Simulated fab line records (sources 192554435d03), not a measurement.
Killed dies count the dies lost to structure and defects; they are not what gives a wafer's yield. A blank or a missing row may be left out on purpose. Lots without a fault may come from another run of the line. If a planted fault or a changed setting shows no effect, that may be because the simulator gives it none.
Chamber matching / flow n5-finfet / N5_BEOL_M7_ETCH_61 on rie-diel-05 has 4 sister chambers
The step etches SiARC in CF4, target depth 45.5 nm, time 75.8 s. 4 wafers are shown with their chamber, then 8 later ones without.

## WAFERS WITH THEIR CHAMBER
wafer=L088.2; chamber=0; showerhead-plenum-p-Torr (Torr)=2.06
wafer=L088.4; chamber=3; showerhead-plenum-p-Torr (Torr)=2.20
wafer=L087.2; chamber=2; showerhead-plenum-p-Torr (Torr)=2.12
wafer=L091.3; chamber=1; showerhead-plenum-p-Torr (Torr)=2.18

## WAFERS WHOSE CHAMBER IS MISSING
wafer=L091.4; showerhead-plenum-p-Torr (Torr)=2.12
wafer=L091.6; showerhead-plenum-p-Torr (Torr)=2.06
wafer=L094.2; showerhead-plenum-p-Torr (Torr)=2.11
wafer=L094.4; showerhead-plenum-p-Torr (Torr)=2.06
wafer=L094.5; showerhead-plenum-p-Torr (Torr)=2.11
wafer=L095.1; showerhead-plenum-p-Torr (Torr)=2.11
wafer=L095.2; showerhead-plenum-p-Torr (Torr)=2.20
wafer=L095.3; showerhead-plenum-p-Torr (Torr)=2.17

## THE CHAMBER EACH PASSED THROUGH
wafer=L091.4; from the rows above=2; in truth=2
wafer=L091.6; from the rows above=0; in truth=0
wafer=L094.2; from the rows above=2; in truth=2
wafer=L094.4; from the rows above=0; in truth=0
wafer=L094.5; from the rows above=2; in truth=2
wafer=L095.1; from the rows above=2; in truth=2
wafer=L095.2; from the rows above=3; in truth=3
wafer=L095.3; from the rows above=1; in truth=1
8 of 8 placed correctly. Left unplaced by these rows: 0. Number placed wrongly: 0.
How it was worked out, from the rows above alone: a wafer's distance from a chamber is the root of the sum, over the readings, of the square of ((its reading less the chamber's mean) divided by the reading's scatter). If the next closest chamber is less than 2 further off than the closest, the wafer can't be placed; otherwise it belongs to the closest. The mean given for a chamber averages the wafers shown for that chamber. The scatter: with one shown wafer a chamber, the root of the mean of the squares of how far each hidden wafer lies from its nearest shown one.
